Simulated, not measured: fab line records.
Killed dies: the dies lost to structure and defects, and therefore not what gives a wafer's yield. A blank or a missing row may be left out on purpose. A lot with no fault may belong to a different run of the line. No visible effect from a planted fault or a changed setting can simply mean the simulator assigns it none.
fab line records	flow nand-harc
record: lots: 24	wafers: 72	last-day: 34
route steps=1302 shown A_SIN_REMOVE@951 A_WL_FILL@966 A_CONTACT@1002
lots untouched by any fault: they come from a run of this same line in which no faults occurred
start-h: start of the lot's first displayed wafer, in hours after the record's first day	wait-h: how many hours have passed since the lot's step before this one	" as in the row above	L1.1+2: a single row standing in for several wafers	- either no value or no given start	* or withheld: withheld	< > ~ a bound
route shown NAME@n: a module of which the file shows steps, and the number in the route of the first	usual: mean and standard deviation over wafers with no fault	same: alike in all rows	chamber/n: place in a boat	sites: the reading at each site	_std_site: their standard deviation	_edge_site: outer sites' mean less inner sites'	radius-mm: for every site, how far away it sits from the centre of the wafer	mask NAME#n: copy n	behind: tool/chamber where the wafer was last shaped	hold: the reason the lot was held/the length of the hold in hours/how it ended	device: transistor that didn't switch, given as n, p or np	end of line: at the end of the route, the tests of the same wafers	where a step has no rows: the recipe by itself	killed: dies lost to structure and defects at the first sort, not the wafer's yield	map: the dies of a wafer, with x for killed, . for not killed, _ for no die there
set.NAME: the setting that was run; set.NAME@STEP: the one run at that earlier step	model.NAME: the simulator's own value behind a step, which no gauge read
route steps across a sampled set of lots; one table per step, one row per wafer
services: a tool's chamber out of use, with start hour (start-h, from the record's first day; less than 0 if before it), hours out, and reason
== steps ==
step: NHARC_A_SIN_REMOVE_INSPECT_04
usual: raw-defect-count: 405/98
lot.wafer	tool	chamber	start-h	wait-h	raw-defect-count
L075.1	defect-inspect-01	-	470.69	0.0	321
L075.2	"	-	"	"	419
L075.5	"	-	"	"	402
L074.2	defect-inspect-02	-	470.70	0.0	313
L074.3	"	-	"	"	280
L074.4	"	-	"	"	335
L076.2	defect-inspect-02	-	482.36	0.0	399
L076.3	"	-	"	"	449
L076.5	"	-	"	"	377
L077.3	defect-inspect-02	-	509.16	0.0	309
L077.4	"	-	"	"	318
L077.5	"	-	"	"	357
L079.1	defect-inspect-01	-	515.96	0.0	328
L079.2	"	-	"	"	276
L079.4	"	-	"	"	535
L078.4	defect-inspect-02	-	530.50	0.0	279
L078.5	"	-	"	"	424
L078.6	"	-	"	"	335
L081.1	defect-inspect-02	-	537.21	0.0	424
L081.2	"	-	"	"	625
L081.5	"	-	"	"	417
L080.3	defect-inspect-02	-	549.26	0.0	426
L080.4	"	-	"	"	354
L080.6	"	-	"	"	342
L082.2	defect-inspect-01	-	549.26	0.0	408
L082.3	"	-	"	"	487
L082.4	"	-	"	"	319
L083.2	defect-inspect-01	-	555.11	0.0	500
L083.3	"	-	"	"	739
L083.6	"	-	"	"	567
L084.1	defect-inspect-02	-	562.23	0.0	354
L084.3	"	-	"	"	324
L084.6	"	-	"	"	373
L085.1	defect-inspect-02	-	578.42	0.0	507
L085.3	"	-	"	"	373
L085.6	"	-	"	"	432
L087.2	defect-inspect-01	-	585.24	0.0	345
L087.3	"	-	"	"	334
L087.4	"	-	"	"	399
L086.4	defect-inspect-01	-	587.09	0.0	402
L086.5	"	-	"	"	376
L086.6	"	-	"	"	424
L088.2	defect-inspect-02	-	619.76	0.0	371
L088.3	"	-	"	"	388
L088.5	"	-	"	"	530
L089.2	defect-inspect-01	-	621.23	0.0	589
L089.4	"	-	"	"	367
L089.5	"	-	"	"	427
L090.1	defect-inspect-01	-	634.00	0.0	353
L090.4	"	-	"	"	303
L090.5	"	-	"	"	477
L091.1	defect-inspect-02	-	634.01	0.0	350
L091.3	"	-	"	"	330
L091.5	"	-	"	"	335
L092.1	defect-inspect-02	-	644.97	0.0	353
L092.3	"	-	"	"	362
L092.5	"	-	"	"	454
L093.3	defect-inspect-02	-	655.65	0.0	396
L093.4	"	-	"	"	532
L093.5	"	-	"	"	458
L096.1	defect-inspect-01	-	665.93	0.0	449
L096.3	"	-	"	"	531
L096.6	"	-	"	"	410
L094.2	defect-inspect-01	-	667.70	0.0	371
L094.3	"	-	"	"	410
L094.4	"	-	"	"	303
L095.4	defect-inspect-01	-	671.23	0.0	332
L095.5	"	-	"	"	463
L095.6	"	-	"	"	387
L097.3	defect-inspect-02	-	696.61	0.0	417
L097.4	"	-	"	"	397
L097.5	"	-	"	"	397
step: NHARC_A_WL_FILL_ETCHBACK_16
recipe: target-depth-a: 1200	time-s: 24	c4f8-flow-sccm: withheld	o2-flow-sccm: 8	ar-flow-sccm: withheld	rf-w: 600	bias-w: 800	chemistry: C4F8/O2/Ar
usual: oes-product-au: 0.987/0.024	rf-vpp-V: 724/4.1
lot.wafer	tool	chamber	start-h	wait-h	oes-product-au	rf-hours-counter-h	rf-vpp-V
L075.2	rie-diel-09	3	-	-	0.999	5.6	721
L075.1	"	0	"	"	0.980	5.9	724
L075.5	"	0	"	"	0.977	-	723
L074.2	rie-diel-11	2	-	-	1.004	1.0	730
L074.3	"	3	"	"	1.013	0.9	723
L074.4	"	0	"	"	0.999	0.9	721
L076.2	rie-diel-11	2	-	-	0.992	1.6	730
L076.3	"	3	"	"	0.992	1.4	721
L076.5	"	0	"	"	0.974	-	723
L077.4	rie-diel-11	2	-	-	0.992	1.8	730
L077.3	"	3	"	"	0.989	1.6	721
L077.5	"	2	"	"	0.993	-	729
L079.1	rie-diel-09	2	-	-	1.015	0.3	719
L079.4	"	0	"	"	0.996	0.3	723
L079.2	"	1	"	"	1.017	0.3	720
L078.4	rie-diel-11	1	-	-	0.930	2.4	727
L078.5	"	2	"	"	0.926	-	731
L078.6	"	3	"	"	0.929	-	720
L081.2	rie-diel-11	0	-	-	0.986	2.3	722
L081.1	"	2	"	"	0.992	2.6	730
L081.5	"	1	"	"	0.981	-	729
L082.3	rie-diel-11	1	-	-	1.002	2.7	727
L082.2	"	2	"	"	0.999	2.8	730
L082.4	"	3	"	"	0.992	2.5	719
L080.4	rie-diel-09	0	-	-	0.943	1.8	724
L080.3	"	3	"	"	0.962	1.7	722
L080.6	"	0	"	"	0.937	-	724
L083.3	rie-diel-09	0	-	-	0.982	1.8	725
L083.2	"	2	"	"	0.999	1.7	719
L083.6	"	1	"	"	0.977	-	719
L084.3	rie-diel-08	0	-	-	1.001	1.0	727
L084.1	"	1	"	"	1.003	0.9	718
L084.6	"	0	"	"	0.989	-	727
L085.3	rie-diel-08	3	-	-	0.978	1.6	720
L085.1	"	0	"	"	0.992	1.1	728
L085.6	"	0	"	"	0.982	-	726
L086.4	rie-diel-11	0	-	-	0.998	3.3	723
L086.5	"	1	"	"	1.010	-	726
L086.6	"	2	"	"	0.918	-	730
L087.2	rie-diel-08	2	-	-	0.998	2.4	729
L087.3	"	3	"	"	0.988	2.8	720
L087.4	"	0	"	"	0.997	2.4	726
L089.2	rie-diel-09	2	-	-	0.932	4.8	722
L089.4	"	0	"	"	0.908	5.0	724
L089.5	"	1	"	"	0.933	-	719
L088.2	rie-diel-11	1	-	-	1.009	0.3	727
L088.3	"	2	"	"	0.996	0.1	730
L088.5	"	2	"	"	0.988	-	730
L090.1	rie-diel-11	3	-	-	0.999	0.8	720
L090.4	"	1	"	"	1.007	0.8	727
L090.5	"	2	"	"	0.992	-	730
L091.3	rie-diel-09	2	-	-	0.995	5.0	720
L091.1	"	3	"	"	0.996	5.1	720
L091.5	"	2	"	"	0.997	-	720
L092.3	rie-diel-11	0	-	-	1.009	0.8	722
L092.1	"	2	"	"	0.990	0.9	729
L092.5	"	1	"	"	1.008	-	725
L093.4	rie-diel-08	2	-	-	1.002	6.0	730
L093.3	"	3	"	"	0.997	6.8	720
L093.5	"	2	"	"	1.009	-	730
L096.3	rie-diel-08	2	-	-	0.965	6.5	730
L096.1	"	3	"	"	0.966	7.2	718
L096.6	"	3	"	"	0.964	-	718
L094.3	rie-diel-11	0	-	-	0.988	1.1	721
L094.2	"	1	"	"	1.014	2.0	726
L094.4	"	3	"	"	0.999	1.8	721
L095.4	rie-diel-08	2	-	-	0.983	6.5	729
L095.5	"	1	"	"	0.997	-	719
L095.6	"	2	"	"	0.993	-	730
L097.3	rie-diel-08	3	-	-	0.989	8.3	718
L097.4	"	2	"	"	0.986	7.7	729
L097.5	"	3	"	"	0.983	-	719
step: NHARC_A_CONTACT_ETCH_49
recipe: target-depth-a: 2600	over-etch-frac: 0.3	time-s: 475.3	ion-energy-ev: 200	n2-flow-sccm: 150	h2-flow-sccm: 150	ar-flow-sccm: 0	rf-w: 400	bias-w: 150	chemistry: N2/H2
usual: drypump-motor-current-A: 5.8/0.46	oes-product-au: 0.997/0.012	rf-vpp-V: 430.6/2.9	showerhead-plenum-p-Torr: 2.04/0.1	throttle-valve-pct: 14.171/0.0096
same: over-etch-frac: 0.3
lot.wafer	tool	chamber	start-h	wait-h	drypump-motor-current-A	oes-product-au	rf-hours-counter-h	rf-vpp-V	showerhead-plenum-p-Torr	throttle-valve-pct
L074.2	rie-diel-05	0	-	-	6.0	1.009	17	426.2	1.89	14.174
L074.4	"	1	"	"	6.2	1.005	15	434.0	2.14	14.180
L074.3	"	2	"	"	5.8	0.993	17	429.3	1.99	14.156
L075.2	rie-diel-12	0	-	-	4.9	1.009	11	427.8	1.90	14.173
L075.1	"	2	"	"	5.1	1.013	15	435.6	2.21	14.176
L075.5	"	0	"	"	4.9	0.994	-	425.0	1.90	14.176
L076.2	rie-diel-05	2	-	-	5.9	0.982	18	428.4	1.99	14.175
L076.3	"	3	"	"	5.7	0.990	19	431.1	2.08	14.166
L076.5	"	1	"	"	6.2	0.991	-	433.2	2.14	14.166
L077.3	rie-diel-05	0	-	-	6.0	1.019	21	426.1	1.89	14.168
L077.4	"	2	"	"	5.8	1.005	22	429.0	1.98	14.193
L077.5	"	0	"	"	6.0	1.019	-	426.0	1.89	14.188
L079.1	rie-diel-05	2	-	-	5.9	1.001	23	428.9	1.98	14.170
L079.2	"	0	"	"	6.0	1.017	22	425.6	1.89	14.148
L079.4	"	1	"	"	6.2	0.993	22	432.8	2.14	14.187
L078.4	rie-diel-05	2	-	-	5.9	1.002	26	428.7	1.98	14.159
L078.5	"	1	"	"	6.2	0.983	-	432.9	2.13	14.172
L078.6	"	2	"	"	5.9	1.005	-	430.1	1.98	14.168
L081.1	rie-diel-02	1	-	-	5.0	1.008	53	434.5	2.20	14.173
L081.2	"	3	"	"	5.9	0.998	51	427.8	1.95	14.173
L081.5	"	2	"	"	6.6	0.999	-	428.6	1.98	14.162
L082.3	rie-diel-05	0	-	-	6.0	1.009	28	426.7	1.88	14.186
L082.4	"	2	"	"	5.9	0.996	29	429.1	1.98	14.176
L082.2	"	3	"	"	5.7	0.998	29	430.9	2.08	14.173
L080.3	rie-diel-12	2	-	-	5.1	1.020	39	434.7	2.20	14.189
L080.4	"	0	"	"	4.9	1.006	41	425.2	1.89	14.175
L080.6	"	3	"	"	5.7	0.994	-	432.1	2.09	14.165
L083.2	rie-diel-05	2	-	-	5.8	1.009	32	429.4	1.98	14.183
L083.3	"	3	"	"	5.7	1.000	32	431.3	2.08	14.179
L083.6	"	3	"	"	5.7	1.007	-	431.8	2.08	14.178
L084.1	rie-diel-02	2	-	-	6.6	0.991	2	430.8	1.98	14.162
L084.3	"	1	"	"	5.0	1.009	2	436.1	2.20	14.164
L084.6	"	3	"	"	5.9	0.998	-	427.6	1.95	14.180
L085.3	rie-diel-05	3	-	-	5.7	0.984	3	432.0	2.08	14.171
L085.1	"	0	"	"	6.0	0.994	3	425.3	1.88	14.192
L085.6	"	1	"	"	6.2	0.983	-	430.6	2.13	14.146
L086.4	rie-diel-12	1	-	-	6.5	1.020	52	429.1	1.99	14.170
L086.5	"	1	"	"	6.5	1.011	-	429.0	1.99	14.177
L086.6	"	2	"	"	5.1	1.012	-	434.2	2.20	14.161
L087.4	rie-diel-05	2	-	-	5.8	0.995	1	430.2	1.98	14.171
L087.2	"	0	"	"	6.0	1.000	4	426.1	1.88	14.167
L087.3	"	1	"	"	6.2	0.971	5	432.2	2.13	14.175
L088.2	rie-diel-02	0	-	-	5.8	1.005	21	431.9	2.17	14.169
L088.3	"	2	"	"	6.6	0.996	25	429.7	1.97	14.178
L088.5	"	3	"	"	5.9	1.000	-	427.4	1.94	14.165
L089.2	rie-diel-12	1	-	-	6.5	0.993	0	429.7	1.99	14.172
L089.4	"	2	"	"	5.1	0.996	0	431.8	2.20	14.184
L089.5	"	2	"	"	5.1	0.999	-	435.4	2.20	14.171
L090.1	rie-diel-02	2	-	-	6.6	1.009	29	428.7	1.97	14.168
L090.4	"	3	"	"	5.9	0.988	27	427.2	1.94	14.172
L090.5	"	1	"	"	5.0	0.992	-	434.8	2.19	14.172
L091.3	rie-diel-05	2	-	-	5.8	0.984	8	429.2	1.98	14.177
L091.1	"	3	"	"	5.7	0.973	11	431.8	2.07	14.170
L091.5	"	3	"	"	5.7	0.970	-	432.9	2.07	14.172
L092.3	rie-diel-05	2	-	-	5.8	0.989	10	428.4	1.98	14.174
L092.1	"	3	"	"	5.8	0.965	13	430.2	2.07	14.165
L092.5	"	1	"	"	6.2	0.982	-	432.6	2.13	14.167
L093.3	rie-diel-05	0	-	-	6.0	0.985	17	426.6	1.88	14.146
L093.4	"	0	"	"	6.0	0.987	-	426.3	1.88	14.183
L093.5	"	1	"	"	6.2	0.985	-	432.7	2.13	14.191
L094.2	rie-diel-12	0	-	-	4.9	1.004	14	435.2	2.21	14.165
L094.3	"	3	"	"	5.7	0.987	15	430.5	2.07	14.176
L094.4	"	3	"	"	5.7	0.989	-	432.1	2.07	14.167
L096.3	rie-diel-02	2	-	-	6.5	1.000	41	428.3	1.97	14.177
L096.1	"	0	"	"	5.8	1.011	35	434.0	2.16	14.169
L096.6	"	2	"	"	6.5	1.010	-	428.8	1.97	14.163
L095.4	rie-diel-02	1	-	-	5.0	0.992	40	434.6	2.18	14.164
L095.6	"	1	"	"	5.0	1.005	-	433.3	2.18	14.166
L095.5	"	2	"	"	6.5	0.996	-	429.0	1.97	14.167
L097.4	rie-diel-05	1	727.39	0.2	6.2	0.967	-	432.4	2.12	14.174
L097.3	"	2	"	"	5.9	0.995	-	428.3	1.97	14.155
L097.5	"	1	"	"	6.2	0.970	-	432.4	2.12	14.184
step: NHARC_A_CONTACT_ETCH_124
recipe: source-w: withheld	pressure-mtorr: 20	bias-v: withheld	time-s: 140	target-depth-a: 7000	ar-flow-sccm: withheld	c4f8-flow-sccm: withheld	o2-flow-sccm: withheld	chemistry: C4F8/O2/Ar
lot.wafer	tool	chamber	start-h	wait-h	rf-hours-counter-h
L074.2	har-cap-etch-01	1	515.85	-	0
L074.3	"	1	"	"	-
L074.4	"	0	"	"	-
L075.2	har-cap-etch-03	0	516.50	-	46
L075.1	"	1	"	"	46
L075.5	"	1	"	"	-
L076.2	har-cap-etch-02	0	520.71	-	89
L076.3	"	1	"	"	-
L076.5	"	0	"	"	-
L077.3	har-cap-etch-02	1	545.50	-	-
L077.4	"	0	"	"	-
L077.5	"	0	"	"	-
L079.2	har-cap-etch-02	1	556.85	-	94
L079.1	"	0	"	"	94
L079.4	"	0	"	"	-
L078.4	har-cap-etch-03	0	570.25	-	-
L078.5	"	1	"	"	-
L078.6	"	0	"	"	-
L081.2	har-cap-etch-01	0	577.25	-	9
L081.1	"	1	"	"	9
L081.5	"	1	"	"	-
L082.2	har-cap-etch-03	1	585.93	-	58
L082.3	"	1	"	"	-
L082.4	"	0	"	"	-
L080.4	har-cap-etch-02	1	591.59	-	-
L080.3	"	0	"	"	-
L080.6	"	1	"	"	-
L083.2	har-cap-etch-03	1	592.86	-	60
L083.3	"	0	"	"	-
L083.6	"	1	"	"	-
L084.1	har-cap-etch-02	1	598.38	-	103
L084.3	"	0	"	"	-
L084.6	"	1	"	"	-
L085.1	har-cap-etch-03	1	618.16	-	64
L085.3	"	0	"	"	-
L085.6	"	1	"	"	-
L086.4	har-cap-etch-01	0	626.41	-	-
L086.5	"	0	"	"	-
L086.6	"	1	"	"	-
L087.2	har-cap-etch-03	0	628.82	-	66
L087.4	"	1	"	"	-
L087.3	"	0	"	"	-
L088.2	har-cap-etch-02	0	655.59	-	112
L088.3	"	1	"	"	-
L088.5	"	0	"	"	-
L089.2	har-cap-etch-03	0	657.88	-	70
L089.4	"	0	"	"	-
L089.5	"	0	"	"	-
L090.1	har-cap-etch-03	0	674.44	-	73
L090.4	"	0	"	"	-
L090.5	"	1	"	"	-
L091.1	har-cap-etch-01	0	675.76	-	29
L091.3	"	0	"	"	-
L091.5	"	1	"	"	-
L092.1	har-cap-etch-02	1	681.46	-	119
L092.3	"	0	"	"	-
L092.5	"	1	"	"	-
L093.4	har-cap-etch-03	1	697.14	-	-
L093.3	"	0	"	"	-
L093.5	"	1	"	"	-
L096.1	har-cap-etch-02	0	704.71	-	125
L096.3	"	1	"	"	-
L096.6	"	1	"	"	-
L094.2	har-cap-etch-03	1	705.06	-	79
L094.3	"	1	"	"	-
L094.4	"	0	"	"	-
L095.4	har-cap-etch-02	0	710.97	-	-
L095.5	"	1	"	"	-
L095.6	"	0	"	"	-
L097.3	har-cap-etch-02	1	740.27	-	-
L097.4	"	0	"	"	-
L097.5	"	0	"	"	-
step: NHARC_A_CONTACT_ETCH_91
recipe: target-depth-a: 400	over-etch-frac: 0.5	time-s: 85.7	ion-energy-ev: 120	ch3f-flow-sccm: 50	o2-flow-sccm: 30	ar-flow-sccm: 200	rf-w: 500	bias-w: 100	chemistry: CH3F/O2
usual: drypump-motor-current-A: 5.8/0.39	oes-product-au: 0.94/0.035	rf-vpp-V: 244.2/1.9	showerhead-plenum-p-Torr: 2.45/0.12	throttle-valve-pct: 20.663/0.0091
same: over-etch-frac: 0.5
lot.wafer	tool	chamber	start-h	wait-h	drypump-motor-current-A	oes-product-au	rf-hours-counter-h	rf-vpp-V	showerhead-plenum-p-Torr	throttle-valve-pct
L074.2	rie-diel-05	0	518.25	0.7	6.0	0.93	19	241.5	2.29	20.658
L074.3	"	2	"	"	5.9	0.92	20	244.0	2.40	20.663
L074.4	"	3	"	"	5.8	0.93	20	246.4	2.51	20.652
L075.1	rie-diel-05	1	518.92	0.7	6.2	0.92	19	245.3	2.57	20.659
L075.2	"	2	"	"	5.8	0.92	20	242.7	2.40	20.666
L075.5	"	0	"	"	6.0	0.93	-	240.0	2.29	20.670
L076.3	rie-diel-05	3	523.75	0.6	5.7	0.93	21	244.4	2.51	20.644
L076.2	"	2	"	"	5.8	0.93	21	244.7	2.40	20.659
L076.5	"	3	"	"	5.7	0.93	-	244.4	2.51	20.678
L077.3	rie-diel-02	0	548.51	0.7	5.8	1.00	49	247.5	2.62	20.659
L077.5	"	3	"	"	5.9	0.99	-	242.6	2.36	20.663
L077.4	"	1	"	"	5.0	1.00	-	246.5	2.64	20.668
L079.1	rie-diel-05	2	559.25	0.6	5.9	0.93	27	243.5	2.39	20.651
L079.4	"	3	"	"	5.8	0.93	27	244.7	2.50	20.657
L079.2	"	0	"	"	6.0	0.94	26	242.8	2.28	20.657
L078.4	rie-diel-12	2	572.55	0.5	5.1	1.02	39	247.0	2.64	20.658
L078.5	"	2	"	"	5.1	1.01	-	248.0	2.64	20.668
L078.6	"	3	"	"	5.7	0.98	-	247.1	2.51	20.671
L081.1	rie-diel-12	2	579.66	0.6	5.1	0.93	40	247.1	2.64	20.668
L081.2	"	1	"	"	6.5	0.94	38	243.4	2.41	20.653
L081.5	"	3	"	"	5.7	0.92	-	246.4	2.51	20.665
L082.2	rie-diel-12	3	588.38	0.8	5.7	0.99	46	244.9	2.51	20.668
L082.4	"	0	"	"	4.9	1.01	47	242.1	2.28	20.670
L082.3	"	2	"	"	5.1	1.01	43	246.0	2.64	20.638
L080.3	rie-diel-05	1	593.93	0.5	6.2	0.98	0	245.1	2.56	20.658
L080.6	"	3	"	"	5.7	0.99	-	245.0	2.50	20.673
L080.4	"	0	"	"	6.0	0.99	-	242.1	2.28	20.658
L083.3	rie-diel-02	0	595.26	0.6	5.8	0.94	5	246.2	2.61	20.666
L083.2	"	1	"	"	5.0	0.93	6	247.6	2.63	20.665
L083.6	"	3	"	"	6.0	0.92	-	243.3	2.36	20.669
L084.1	rie-diel-12	1	600.75	0.6	6.5	0.93	50	243.5	2.40	20.660
L084.3	"	0	"	"	4.9	0.93	55	242.5	2.28	20.652
L084.6	"	3	"	"	5.7	0.92	-	245.6	2.51	20.663
L085.1	rie-diel-02	1	620.58	0.7	5.0	0.99	12	247.8	2.63	20.644
L085.3	"	3	"	"	5.9	0.99	14	241.1	2.35	20.666
L085.6	"	0	"	"	5.8	1.00	-	245.3	2.61	20.675
L086.4	rie-diel-05	1	628.75	0.6	6.2	0.91	7	245.8	2.56	20.665
L086.5	"	0	"	"	6.0	0.92	-	241.4	2.28	20.653
L086.6	"	1	"	"	6.2	0.91	-	246.5	2.56	20.657
L087.2	rie-diel-05	1	631.19	0.6	6.2	0.91	8	246.5	2.56	20.675
L087.3	"	3	"	"	5.8	0.91	7	244.2	2.50	20.656
L087.4	"	0	"	"	6.0	0.92	7	241.1	2.28	20.665
L088.3	rie-diel-05	3	658.68	0.6	5.8	0.91	11	244.9	2.50	20.668
L088.2	"	1	"	"	6.2	0.90	10	246.8	2.56	20.653
L088.5	"	0	"	"	6.0	0.92	-	241.9	2.28	20.674
L089.2	rie-diel-05	3	660.24	0.6	5.8	0.91	11	243.9	2.50	20.665
L089.4	"	1	"	"	6.2	0.91	10	246.9	2.56	20.665
L089.5	"	3	"	"	5.7	0.90	-	244.4	2.50	20.659
L090.4	rie-diel-05	3	676.84	0.6	5.8	0.91	16	246.1	2.49	20.684
L090.1	"	0	"	"	6.0	0.91	15	242.4	2.27	20.658
L090.5	"	0	"	"	6.0	0.93	-	241.6	2.27	20.655
L091.1	rie-diel-05	0	678.18	0.7	6.0	0.91	15	241.4	2.27	20.671
L091.3	"	1	"	"	6.2	0.91	15	246.6	2.56	20.673
L091.5	"	3	"	"	5.7	0.91	-	245.0	2.49	20.678
L092.1	rie-diel-12	1	683.89	0.8	6.5	0.97	15	243.4	2.40	20.657
L092.3	"	2	"	"	5.1	0.98	15	245.2	2.63	20.652
L092.5	"	3	"	"	5.7	0.97	-	244.3	2.50	20.668
L093.3	rie-diel-05	2	700.13	0.5	5.8	0.91	18	242.9	2.38	20.661
L093.4	"	1	"	"	6.2	0.91	20	247.6	2.56	20.654
L093.5	"	2	"	"	5.8	0.91	-	244.8	2.38	20.660
L096.1	rie-diel-05	0	707.14	0.7	6.0	0.97	21	241.8	2.27	20.660
L096.3	"	1	"	"	6.2	0.97	22	246.9	2.55	20.671
L096.6	"	3	"	"	5.7	0.97	-	245.5	2.49	20.659
L094.3	rie-diel-05	1	707.48	0.6	6.2	0.91	22	245.0	2.55	20.660
L094.2	"	2	"	"	5.9	0.92	20	243.5	2.38	20.663
L094.4	"	3	"	"	5.7	0.92	19	244.0	2.49	20.645
L095.4	rie-diel-05	1	713.33	0.6	6.2	0.91	24	244.6	2.55	20.651
L095.5	"	2	"	"	5.8	0.92	-	243.7	2.38	20.677
L095.6	"	3	"	"	5.8	0.91	-	245.9	2.49	20.666
L097.3	rie-diel-05	3	742.61	0.6	5.7	0.91	23	243.8	2.49	20.652
L097.4	"	0	"	"	6.0	0.92	25	241.3	2.27	20.668
L097.5	"	3	"	"	5.7	0.91	-	244.2	2.49	20.655
step: NHARC_A_CONTACT_OVL_MEAS_09
usual: overlay-x-nm: 0.1/0.65	overlay-y-nm: 0.2/0.78
lot.wafer	tool	chamber	start-h	wait-h	overlay-x-nm	overlay-y-nm
L074.2	overlay-02	-	521.95	-	1.8	0.8
L074.3	"	-	"	"	1.8	0.0
L074.4	"	-	"	"	2.4	0.4
L075.1	overlay-02	-	522.49	-	0.4	-0.2
L075.2	"	-	"	"	0.6	-0.2
L075.5	"	-	"	"	0.1	-0.3
L076.2	overlay-01	-	527.82	-	-0.8	-0.3
L076.3	"	-	"	"	-0.3	0.1
L076.5	"	-	"	"	-0.2	-0.7
L077.3	overlay-01	-	552.95	-	-0.2	-0.3
L077.4	"	-	"	"	-0.3	0.0
L077.5	"	-	"	"	-0.1	-0.7
L079.1	overlay-01	-	563.83	-	0.5	-1.0
L079.2	"	-	"	"	0.0	-0.4
L079.4	"	-	"	"	1.1	-0.7
L078.4	overlay-01	-	577.77	-	0.1	1.1
L078.5	"	-	"	"	0.8	1.1
L078.6	"	-	"	"	0.5	1.0
L081.1	overlay-02	-	583.37	-	0.6	1.9
L081.2	"	-	"	"	0.3	1.8
L081.5	"	-	"	"	-0.1	1.7
L082.2	overlay-01	-	594.22	-	0.0	1.4
L082.3	"	-	"	"	0.0	1.3
L082.4	"	-	"	"	0.1	1.3
L080.3	overlay-02	-	597.71	-	0.1	-0.7
L080.4	"	-	"	"	0.0	-0.7
L080.6	"	-	"	"	-0.1	-0.4
L083.2	overlay-02	-	598.85	-	-0.5	0.0
L083.3	"	-	"	"	-0.7	0.0
L083.6	"	-	"	"	-0.9	-0.1
L084.1	overlay-02	-	604.54	-	0.0	-0.2
L084.3	"	-	"	"	0.0	-0.2
L084.6	"	-	"	"	-0.4	-0.3
L085.1	overlay-01	-	627.01	-	0.6	0.6
L085.3	"	-	"	"	0.6	0.3
L085.6	"	-	"	"	0.5	0.1
L086.4	overlay-02	-	632.47	-	-0.4	0.6
L086.5	"	-	"	"	0.1	0.1
L086.6	"	-	"	"	0.4	0.4
L087.2	overlay-01	-	634.90	-	0.3	0.0
L087.3	"	-	"	"	0.0	0.2
L087.4	"	-	"	"	-0.2	-0.2
L088.2	overlay-01	-	663.91	-	-0.2	0.7
L088.3	"	-	"	"	0.0	0.6
L088.5	"	-	"	"	-0.7	0.4
L089.2	overlay-02	-	665.51	-	-0.1	0.5
L089.4	"	-	"	"	0.6	0.3
L089.5	"	-	"	"	0.6	0.8
L090.1	overlay-01	-	682.72	-	-0.5	-0.1
L090.4	"	-	"	"	0.0	-0.3
L090.5	"	-	"	"	0.5	-0.6
L091.1	overlay-01	-	684.30	-	1.1	0.2
L091.3	"	-	"	"	1.1	-0.5
L091.5	"	-	"	"	1.3	-0.4
L092.1	overlay-01	-	688.01	-	-0.2	0.0
L092.3	"	-	"	"	-0.1	-0.3
L092.5	"	-	"	"	0.1	0.1
L093.3	overlay-02	-	703.87	-	-0.1	0.0
L093.4	"	-	"	"	-0.2	-0.2
L093.5	"	-	"	"	0.0	-0.4
L096.1	overlay-02	-	710.82	-	-0.4	0.8
L096.3	"	-	"	"	-0.2	0.8
L096.6	"	-	"	"	-0.2	0.7
L094.2	overlay-02	-	711.19	-	0.6	-0.7
L094.3	"	-	"	"	-0.4	-0.8
L094.4	"	-	"	"	-0.6	-0.9
L095.4	overlay-02	-	717.00	-	0.5	2.3
L095.5	"	-	"	"	0.5	1.8
L095.6	"	-	"	"	0.2	2.1
L097.3	overlay-02	-	752.32	-	-1.5	-0.4
L097.4	"	-	"	"	-1.4	0.0
L097.5	"	-	"	"	-1.0	-0.3
== services ==
tool	chamber	start-h	hours	kind
rie-diel-12	1	469.74	9.5	repair
rie-diel-09	2	470.43	15.0	repair
rie-diel-11	3	487.34	3.1	repair
rie-diel-09	-	497.10	9.0	pm
rie-diel-08	1	501.24	4.5	repair
rie-diel-08	-	501.71	0.4	repair
rie-diel-09	1	541.84	9.8	repair
rie-diel-08	-	544.80	9.0	pm
rie-diel-02	2	547.77	7.8	repair
rie-diel-11	2	583.56	12.4	repair
rie-diel-05	-	583.60	9.0	pm
rie-diel-11	-	609.50	9.0	pm
rie-diel-09	1	611.50	1.5	repair
rie-diel-12	-	625.42	9.0	pm
rie-diel-08	1	632.19	3.8	repair
rie-diel-08	1	639.98	10.3	repair
rie-diel-02	3	640.50	3.0	repair
rie-diel-11	0	673.70	4.6	repair
rie-diel-12	1	689.66	4.9	repair
har-cap-etch-02	-	707.21	0.6	repair
rie-diel-12	0	711.27	4.4	repair
rie-diel-05	0	720.99	14.9	repair
rie-diel-08	-	721.80	9.0	pm
rie-diel-05	3	725.65	6.0	repair
== key ==
fault none
